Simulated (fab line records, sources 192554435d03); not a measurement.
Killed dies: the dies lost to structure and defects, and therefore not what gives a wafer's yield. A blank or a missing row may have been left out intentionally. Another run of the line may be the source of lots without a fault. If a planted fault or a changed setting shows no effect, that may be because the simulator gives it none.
fab line records	flow n5_finfet	part 1 of 2: steps 1 to 4 of 6
record lots=20	wafers=60	last_day=19
route steps=1938 shown ZERO_LAYER@15 PMOS_HMC_CHANNEL_EPI@69 FIN_SAQP@101 FIN_CUT@166
lots with no fault: from the same line, run without faults
start_h: start of the lot's first displayed wafer, in hours after the record's first day	wait_h: hours from the lot's prior step to this one	" same as the row above	L1.1+2: one row covering several wafers at once	- no value, or no start given	* or withheld: withheld	< > ~ a bound
route shown NAME@n: NAME is a module with steps in the file, n the number in the route of the first one	usual: the fault-free wafers' mean and standard deviation	same: alike in all rows	chamber/n: place in a boat	sites: per-site readings	_std_site: their standard deviation	_edge_site: the outer-site mean with the inner-site mean subtracted	radius_mm: for every site, how far away it sits from the centre of the wafer	mask NAME#n: copy n	behind: tool/chamber where the wafer was last shaped	hold: reason for holding the lot/hours on hold/outcome of the hold	device: the transistor (n, p or np) that didn't switch	end of line: tests run on the same wafers once the route is complete	for a step that has no rows: nothing shown but its recipe	killed: dies lost to structure and defects at the first sort, not the wafer's yield	map: the dies of a wafer, with x for killed, . for not killed, _ for no die there
set.NAME: the run value of the setting; set.NAME@STEP: its run value at that earlier step	model.NAME: the simulator's own value behind a step, which no gauge read
a sample of lots followed through the steps of the route, with each step as a table and each wafer as a row
services: the hour from which a tool's chamber was out of use, counted from the record's first day as start_h (under 0 if before that day), plus the number of hours and why
## steps
# step N5_ZERO_LAYER_ETCH_17
# recipe chemistry=CF4	target=SiO2	target_depth_a=120	time_s=13.3	ion_energy_ev=350	pressure_mtorr=40	source_w=450	bias_w=215	Ar_flow_sccm=100	cf4_flow_sccm=100
# usual drypump_motor_current_A=5.52/0.29	oes_product_au=0.79/0.076	rf_vpp_V=948/4.7	showerhead_plenum_p_Torr=2.13/0.072	throttle_valve_pct=15.59/0.28
lot.wafer	tool	chamber	start_h	wait_h	drypump_motor_current_A	oes_product_au	rf_hours_counter_h	rf_vpp_V	showerhead_plenum_p_Torr	throttle_valve_pct
L074.1	rie_diel-01	3	12.94	0.0	5.65	0.83	80	944	2.09	15.29
L074.2	"	0	"	"	5.06	0.90	28	952	2.18	15.69
L074.3	"	1	"	"	5.60	0.76	162	954	2.22	15.65
L075.1	rie_diel-03	3	18.73	0.0	5.69	0.73	176	948	2.13	15.84
L075.4	"	2	"	"	5.29	0.77	123	949	2.16	16.04
L075.5	"	0	"	"	5.55	0.75	-	950	2.14	15.48
L076.1	rie_diel-01	3	24.77	0.0	5.65	0.82	84	946	2.09	15.29
L076.5	"	1	"	"	5.61	0.76	-	954	2.22	15.66
L076.6	"	2	"	"	5.67	0.75	-	948	2.14	15.75
L077.2	rie_diel-06	1	31.01	0.0	5.97	0.67	238	952	2.20	15.73
L077.3	"	2	"	"	6.00	0.86	62	956	2.25	15.27
L077.6	"	2	"	"	5.99	0.85	-	956	2.25	15.26
L078.2	rie_diel-03	2	37.01	0.0	5.28	0.79	128	947	2.15	16.05
L078.5	"	3	"	"	5.72	0.73	-	948	2.13	15.86
L078.6	"	2	"	"	5.28	0.78	-	949	2.15	16.04
L079.3	rie_diel-01	0	42.71	0.0	5.07	0.89	37	952	2.18	15.70
L079.4	"	3	"	"	5.64	0.81	89	943	2.09	15.31
L079.6	"	2	"	"	5.70	0.73	-	948	2.14	15.77
L081.1	rie_diel-06	3	54.87	0.0	5.06	0.75	172	943	2.05	15.60
L081.3	"	2	"	"	5.94	0.85	68	954	2.25	15.28
L081.6	"	1	"	"	5.97	0.66	-	952	2.19	15.75
L082.1	rie_diel-03	2	60.71	0.0	5.28	0.78	134	949	2.15	16.04
L082.2	"	3	"	"	5.70	0.73	188	948	2.13	15.89
L082.6	"	2	"	"	5.31	0.77	-	950	2.15	16.06
L084.1	rie_diel-03	2	72.73	0.0	5.26	0.76	138	949	2.15	16.07
L084.2	"	0	"	"	5.57	0.74	174	948	2.13	15.52
L084.5	"	0	"	"	5.55	0.74	-	948	2.13	15.53
L085.1	rie_diel-03	0	78.84	0.0	5.55	0.75	176	947	2.13	15.53
L085.2	"	2	"	"	5.25	0.77	140	949	2.15	16.07
L085.6	"	1	"	"	5.21	0.80	-	940	2.00	15.37
L086.1	rie_diel-06	2	84.75	0.0	5.99	0.83	78	954	2.25	15.30
L086.4	"	0	"	"	5.46	0.94	-	951	2.18	15.26
L086.5	"	3	"	"	5.05	0.75	-	942	2.04	15.64
L087.1	rie_diel-06	1	90.73	0.0	5.98	1.01	0	950	2.19	15.26
L087.5	"	1	"	"	5.93	1.00	-	952	2.19	15.26
L087.6	"	0	"	"	5.49	0.92	-	951	2.18	15.25
L088.1	rie_diel-03	3	97.02	0.0	5.67	0.71	198	948	2.12	15.89
L088.2	"	2	"	"	5.27	0.76	144	948	2.15	16.09
L088.5	"	2	"	"	5.31	0.76	-	948	2.15	16.08
L090.1	rie_diel-03	3	108.84	0.0	5.71	0.71	202	949	2.12	15.91
L090.4	"	0	"	"	5.57	0.74	184	946	2.13	15.54
L090.5	"	0	"	"	5.55	0.74	-	947	2.13	15.55
L092.1	rie_diel-01	2	120.71	0.0	5.69	0.73	194	946	2.13	15.81
L092.3	"	0	"	"	5.07	0.85	59	951	2.17	15.75
L092.5	"	3	"	"	5.67	0.79	-	945	2.08	15.36
L093.3	rie_diel-06	1	126.85	0.0	5.96	0.94	12	953	2.19	15.28
L093.5	"	1	"	"	5.96	0.94	-	952	2.19	15.30
L093.6	"	2	"	"	6.00	0.81	-	956	2.24	15.33
L094.1	rie_diel-03	1	132.71	0.0	5.22	0.79	121	940	1.99	15.40
L094.2	"	3	"	"	5.69	0.70	209	949	2.12	15.92
L094.4	"	2	"	"	5.32	0.75	-	948	2.14	16.11
L095.2	rie_diel-03	1	138.89	0.0	5.22	0.78	124	938	1.99	15.40
L095.5	"	3	"	"	5.69	0.70	-	946	2.12	15.93
L095.6	"	2	"	"	5.30	0.74	-	948	2.14	16.10
L096.1	rie_diel-06	3	144.74	0.0	5.06	0.72	202	943	2.04	15.67
L096.2	"	0	"	"	5.45	0.90	42	952	2.18	15.28
L096.3	"	2	"	"	5.96	0.81	97	956	2.24	15.34
L097.2	rie_diel-01	1	150.84	0.0	5.58	0.72	202	952	2.20	15.73
L097.4	"	2	"	"	5.67	0.72	203	947	2.12	15.81
L097.6	"	3	"	"	5.70	0.78	-	944	2.08	15.37
# step N5_PMOS_HMC_CHANNEL_EPI_ETCH_32
# recipe chemistry=N2/H2	target=BARC	stop_on=SiO2	target_depth_a=858	over_etch_frac=0.3	time_s=50.3	ion_energy_ev=200	mask_material=CAR-ArF-block	pressure_mtorr=30	source_w=840	bias_w=150	n2_flow_sccm=200	h2_flow_sccm=200
# usual drypump_motor_current_A=5.55/0.3	h2_flow_sccm=200.0/0.65	oes_product_au=0.68/0.065	rf_vpp_V=523.9/2.6	showerhead_plenum_p_Torr=2.54/0.092	throttle_valve_pct=17.81/0.26
# same over_etch_frac=0.3
lot.wafer	tool	chamber	start_h	wait_h	drypump_motor_current_A	h2_flow_sccm	oes_product_au	rf_hours_counter_h	rf_vpp_V	showerhead_plenum_p_Torr	throttle_valve_pct
L074.1	rie_diel-06	0	18.13	0.0	5.46	201.1	0.85	1	525.2	2.61	17.42
L074.2	"	2	"	"	5.96	200.0	0.73	58	528.1	2.70	17.71
L074.3	"	1	"	"	5.97	201.4	0.58	233	526.8	2.61	17.98
L075.1	rie_diel-03	0	23.32	0.0	5.60	200.6	0.66	159	521.9	2.53	17.56
L075.4	"	3	"	"	5.74	200.0	0.63	178	522.9	2.54	18.13
L075.5	"	0	"	"	5.57	199.0	0.65	-	523.0	2.53	17.54
L076.1	rie_diel-01	1	30.80	0.0	5.59	199.8	0.64	168	527.0	2.65	17.92
L076.5	"	2	"	"	5.70	200.5	0.65	-	523.4	2.54	18.00
L076.6	"	3	"	"	5.69	199.6	0.69	-	523.1	2.48	17.64
L077.2	rie_diel-01	0	35.50	0.0	5.08	200.3	0.75	35	524.8	2.59	17.91
L077.3	"	2	"	"	5.69	200.3	0.64	168	523.1	2.54	18.02
L077.6	"	3	"	"	5.68	200.2	0.69	-	521.7	2.48	17.64
L078.2	rie_diel-06	2	41.97	0.0	6.00	200.6	0.72	65	526.7	2.70	17.73
L078.5	"	2	"	"	5.99	200.8	0.72	-	529.7	2.70	17.73
L078.6	"	1	"	"	5.99	200.4	0.58	-	526.7	2.61	17.99
L079.3	rie_diel-03	3	47.40	0.0	5.71	200.2	0.63	185	523.5	2.53	18.14
L079.4	"	2	"	"	5.33	200.9	0.67	131	524.6	2.55	18.29
L079.6	"	3	"	"	5.72	199.7	0.62	-	523.4	2.53	18.14
L081.1	rie_diel-01	0	59.30	0.0	5.07	199.2	0.74	40	526.0	2.59	17.91
L081.3	"	2	"	"	5.70	199.3	0.64	175	522.6	2.54	18.02
L081.6	"	0	"	"	5.06	199.5	0.74	-	524.8	2.59	17.90
L082.1	rie_diel-06	1	65.67	0.0	5.96	199.4	0.57	248	525.3	2.61	18.01
L082.2	"	0	"	"	5.49	199.5	0.81	16	526.1	2.60	17.45
L082.6	"	0	"	"	5.49	199.4	0.80	-	525.9	2.60	17.45
L084.1	rie_diel-06	2	77.76	0.0	5.96	199.4	0.71	76	526.7	2.69	17.74
L084.2	"	3	"	"	5.07	200.0	0.64	180	520.9	2.43	17.92
L084.5	"	0	"	"	5.50	199.9	0.78	-	525.8	2.60	17.46
L085.1	rie_diel-06	2	83.66	0.0	5.96	200.0	0.71	77	527.0	2.69	17.73
L085.2	"	0	"	"	5.49	199.9	0.78	22	524.7	2.60	17.47
L085.6	"	0	"	"	5.45	199.7	0.80	-	525.7	2.60	17.47
L086.1	rie_diel-03	3	89.16	0.0	5.70	199.8	0.62	197	523.3	2.53	18.18
L086.4	"	1	"	"	5.23	200.0	0.68	109	518.4	2.35	17.48
L086.5	"	1	"	"	5.22	199.8	0.69	-	517.7	2.35	17.49
L087.1	rie_diel-06	1	95.05	0.0	5.98	201.1	0.83	2	525.8	2.60	17.61
L087.5	"	2	"	"	5.98	200.8	0.70	-	526.4	2.69	17.75
L087.6	"	1	"	"	5.97	201.2	0.83	-	525.7	2.60	17.61
L088.1	rie_diel-03	1	101.55	0.0	5.24	200.6	0.69	112	520.2	2.35	17.50
L088.2	"	3	"	"	5.69	200.8	0.62	199	523.9	2.53	18.18
L088.5	"	3	"	"	5.70	200.3	0.62	-	523.7	2.53	18.16
L090.1	rie_diel-01	2	113.93	0.0	5.71	200.8	0.63	191	525.1	2.53	18.03
L090.4	"	0	"	"	5.07	199.5	0.73	57	526.1	2.58	17.95
L090.5	"	0	"	"	5.07	200.0	0.72	-	524.5	2.58	17.96
L092.1	rie_diel-06	3	125.39	0.0	5.08	199.5	0.63	198	519.4	2.42	17.96
L092.3	"	2	"	"	5.97	200.8	0.69	92	527.4	2.68	17.77
L092.5	"	1	"	"	5.98	198.9	0.80	-	524.5	2.60	17.62
L093.3	rie_diel-01	2	131.41	0.0	5.69	199.7	0.63	197	523.7	2.53	18.05
L093.5	"	2	"	"	5.68	199.6	0.62	-	523.1	2.53	18.06
L093.6	"	1	"	"	5.58	199.6	0.62	-	525.9	2.64	17.96
L094.1	rie_diel-06	2	137.29	0.0	5.97	200.0	0.69	96	528.2	2.68	17.79
L094.2	"	3	"	"	5.09	199.4	0.62	201	521.1	2.42	17.97
L094.4	"	0	"	"	5.48	200.5	0.76	40	524.0	2.59	17.50
L095.2	rie_diel-03	2	143.20	0.0	5.31	199.8	0.64	159	524.0	2.54	18.35
L095.5	"	0	"	"	5.58	200.0	0.63	-	523.4	2.52	17.60
L095.6	"	3	"	"	5.70	201.0	0.61	-	525.5	2.52	18.19
L096.1	rie_diel-03	1	149.25	0.0	5.22	200.6	0.67	126	519.0	2.34	17.51
L096.2	"	3	"	"	5.71	200.7	0.61	215	522.5	2.52	18.18
L096.3	"	2	"	"	5.26	199.3	0.64	161	522.5	2.54	18.35
L097.2	rie_diel-03	1	155.12	0.0	5.24	200.3	0.67	128	517.8	2.34	17.51
L097.4	"	1	"	"	5.23	199.1	0.67	-	519.0	2.34	17.48
L097.6	"	3	"	"	5.71	198.5	0.60	-	524.3	2.52	18.20
# step N5_FIN_SAQP_THK_MEAS_07
# usual thk_nm=59.9/0.73
lot.wafer	tool	chamber	start_h	wait_h	thk_nm
L074.1	film_metro-01	-	21.94	0.1	58.9
L074.2	"	-	"	"	59.5
L074.3	"	-	"	"	58.7
L075.1	film_metro-01	-	26.88	0.1	60.1
L075.4	"	-	"	"	60.8
L075.5	"	-	"	"	61.0
L076.1	film_metro-01	-	34.36	0.1	59.3
L076.5	"	-	"	"	60.5
L076.6	"	-	"	"	60.3
L077.2	film_metro-02	-	39.16	0.1	59.0
L077.3	"	-	"	"	59.7
L077.6	"	-	"	"	60.5
L078.2	film_metro-01	-	45.67	0.1	60.0
L078.5	"	-	"	"	60.9
L078.6	"	-	"	"	60.9
L079.3	film_metro-02	-	51.19	0.1	59.1
L079.4	"	-	"	"	60.1
L079.6	"	-	"	"	60.8
L081.1	film_metro-01	-	63.49	0.1	60.1
L081.3	"	-	"	"	59.4
L081.6	"	-	"	"	59.7
L082.1	film_metro-01	-	69.87	0.1	59.6
L082.2	"	-	"	"	60.3
L082.6	"	-	"	"	60.4
L084.1	film_metro-01	-	81.31	0.1	60.1
L084.2	"	-	"	"	60.1
L084.5	"	-	"	"	60.6
L085.1	film_metro-02	-	90.97	0.1	59.5
L085.2	"	-	"	"	60.6
L085.6	"	-	"	"	60.6
L086.1	film_metro-02	-	97.25	0.1	59.4
L086.4	"	-	"	"	60.5
L086.5	"	-	"	"	60.3
L087.1	film_metro-02	-	101.36	0.1	58.9
L087.5	"	-	"	"	60.7
L087.6	"	-	"	"	60.0
L088.1	film_metro-02	-	105.23	0.1	58.0
L088.2	"	-	"	"	58.5
L088.5	"	-	"	"	59.6
L090.1	film_metro-02	-	117.50	0.1	59.4
L090.4	"	-	"	"	60.1
L090.5	"	-	"	"	59.7
L092.1	film_metro-01	-	129.24	0.1	59.9
L092.3	"	-	"	"	60.4
L092.5	"	-	"	"	60.4
L093.3	film_metro-01	-	135.10	0.1	59.3
L093.5	"	-	"	"	60.2
L093.6	"	-	"	"	60.2
L094.1	film_metro-02	-	140.92	0.1	58.5
L094.2	"	-	"	"	58.6
L094.4	"	-	"	"	60.3
L095.2	film_metro-01	-	147.06	0.1	60.1
L095.5	"	-	"	"	60.8
L095.6	"	-	"	"	61.5
L096.1	film_metro-02	-	152.88	0.1	60.3
L096.2	"	-	"	"	60.8
L096.3	"	-	"	"	60.2
L097.2	film_metro-01	-	159.66	0.1	59.4
L097.4	"	-	"	"	59.2
L097.6	"	-	"	"	58.9
# step N5_FIN_SAQP_ETCH_51
# recipe chemistry=CF4	target=SiARC	target_depth_a=455	mask_material=CAR-ArF	time_s=75.8	ion_energy_ev=80	pressure_mtorr=40	source_w=545	bias_w=36	Ar_flow_sccm=100	cf4_flow_sccm=100	ends=cleared
# usual drypump_motor_current_A=5.8/0.37	etch_rf_on_time_s=75.3/0.9	oes_product_au=0.68/0.072	rf_vpp_V=184.2/1.5	showerhead_plenum_p_Torr=2.16/0.097	throttle_valve_pct=15.54/0.19
lot.wafer	tool	chamber	start_h	wait_h	drypump_motor_current_A	etch_rf_on_time_s	oes_product_au	rf_hours_counter_h	rf_vpp_V	showerhead_plenum_p_Torr	throttle_valve_pct
L074.1	rie_diel-02	2	22.43	0.0	6.4	76.7	0.60	201	184.1	2.12	15.72
L074.2	"	1	"	"	5.5	76.2	0.77	22	184.8	2.28	15.42
L074.3	"	3	"	"	5.9	76.7	0.67	127	184.8	2.23	15.35
L075.1	rie_diel-05	2	28.13	0.0	5.8	76.4	0.59	225	183.4	2.04	15.86
L075.4	"	1	"	"	5.4	75.6	0.69	86	184.0	2.00	15.68
L075.5	"	0	"	"	5.5	75.1	0.69	-	185.4	2.23	15.35
L076.1	rie_diel-05	2	34.97	0.0	5.8	77.2	0.59	228	182.7	2.04	15.88
L076.5	"	0	"	"	5.6	75.6	0.69	-	186.0	2.23	15.35
L076.6	"	1	"	"	5.4	76.4	0.68	-	182.4	2.00	15.66
L077.2	rie_diel-02	1	39.65	0.0	5.5	75.0	0.75	30	185.6	2.28	15.47
L077.3	"	3	"	"	5.9	76.5	0.66	135	185.3	2.23	15.36
L077.6	"	3	"	"	5.9	76.1	0.67	-	186.2	2.23	15.36
L078.2	rie_diel-04	2	46.16	0.0	6.1	74.6	0.83	5	180.9	2.11	15.65
L078.5	"	2	"	"	6.1	74.2	0.83	-	184.0	2.11	15.65
L078.6	"	1	"	"	6.1	74.8	0.66	-	184.1	2.05	15.42
L079.3	rie_diel-05	0	51.81	0.0	5.5	75.1	0.68	121	185.6	2.23	15.36
L079.4	"	3	"	"	6.3	73.5	0.63	195	184.0	2.21	15.76
L079.6	"	1	"	"	5.4	75.3	0.68	-	181.1	2.00	15.69
L081.1	rie_diel-04	3	64.11	0.0	6.0	74.8	0.65	158	184.2	2.13	15.45
L081.3	"	2	"	"	6.2	74.8	0.81	12	183.2	2.11	15.64
L081.6	"	1	"	"	6.1	75.5	0.65	-	183.3	2.05	15.46
L082.1	rie_diel-02	0	70.49	0.0	5.3	74.4	0.84	0	186.5	2.27	15.21
L082.2	"	2	"	"	6.4	75.7	0.60	211	184.8	2.12	15.75
L082.6	"	1	"	"	5.5	77.2	0.73	-	185.4	2.27	15.48
L084.1	rie_diel-02	1	81.80	0.0	5.5	75.6	0.74	49	185.6	2.27	15.51
L084.2	"	2	"	"	6.4	75.1	0.59	215	183.0	2.11	15.76
L084.5	"	0	"	"	5.3	74.1	0.81	-	185.5	2.27	15.21
L085.1	rie_diel-04	1	91.46	0.0	6.1	74.9	0.64	178	182.5	2.05	15.46
L085.2	"	2	"	"	6.1	74.5	0.79	23	184.6	2.11	15.66
L085.6	"	1	"	"	6.1	75.5	0.64	-	184.3	2.05	15.48
L086.1	rie_diel-05	0	97.87	0.0	5.5	76.0	0.67	135	185.1	2.23	15.39
L086.4	"	2	"	"	5.8	77.1	0.58	245	182.7	2.03	15.91
L086.5	"	0	"	"	5.5	75.9	0.67	-	183.3	2.23	15.38
L087.1	rie_diel-04	2	101.99	0.0	6.1	73.8	0.79	28	184.4	2.10	15.67
L087.5	"	1	"	"	6.1	75.7	0.64	-	182.1	2.04	15.46
L087.6	"	2	"	"	6.1	74.3	0.79	-	185.3	2.10	15.68
L088.1	rie_diel-04	3	105.93	0.0	6.0	74.0	0.64	174	183.7	2.12	15.49
L088.2	"	1	"	"	6.1	75.2	0.64	184	183.0	2.04	15.48
L088.5	"	1	"	"	6.1	75.9	0.64	-	181.7	2.04	15.48
L090.1	rie_diel-05	0	118.00	0.0	5.6	75.1	0.67	142	185.2	2.22	15.41
L090.4	"	1	"	"	5.4	75.2	0.66	-	181.4	1.99	15.72
L090.5	"	0	"	"	5.6	75.6	0.66	-	186.2	2.22	15.42
L092.1	rie_diel-05	1	129.86	0.0	5.4	76.1	0.66	121	181.6	1.99	15.73
L092.3	"	0	"	"	5.6	75.7	0.66	146	185.7	2.22	15.40
L092.5	"	0	"	"	5.6	75.4	0.66	-	185.1	2.22	15.43
L093.3	rie_diel-04	3	135.71	0.0	6.0	74.3	0.64	185	182.8	2.12	15.51
L093.5	"	2	"	"	6.1	75.3	0.76	-	184.5	2.10	15.71
L093.6	"	3	"	"	6.0	75.0	0.64	-	184.1	2.12	15.52
L094.1	rie_diel-02	0	141.41	0.0	5.3	74.2	0.75	25	185.1	2.27	15.24
L094.2	"	3	"	"	5.9	76.0	0.63	174	183.7	2.21	15.45
L094.4	"	1	"	"	5.5	74.9	0.71	69	186.2	2.26	15.53
L095.2	rie_diel-02	0	147.55	0.0	5.3	74.1	0.75	27	184.6	2.27	15.24
L095.5	"	2	"	"	6.4	75.4	0.58	-	182.5	2.11	15.80
L095.6	"	3	"	"	5.9	76.3	0.64	-	185.4	2.21	15.44
L096.1	rie_diel-05	1	153.49	0.0	5.4	76.3	0.65	130	180.6	1.99	15.74
L096.2	"	2	"	"	5.8	75.2	0.81	5	185.5	2.28	15.41
L096.3	"	3	"	"	6.3	73.8	0.61	230	183.9	2.20	15.84
L097.2	rie_diel-02	3	160.29	0.0	5.9	77.5	0.63	180	184.4	2.21	15.45
L097.4	"	1	"	"	5.5	76.5	0.70	75	184.0	2.26	15.54
L097.6	"	3	"	"	5.9	76.5	0.63	-	184.6	2.21	15.44
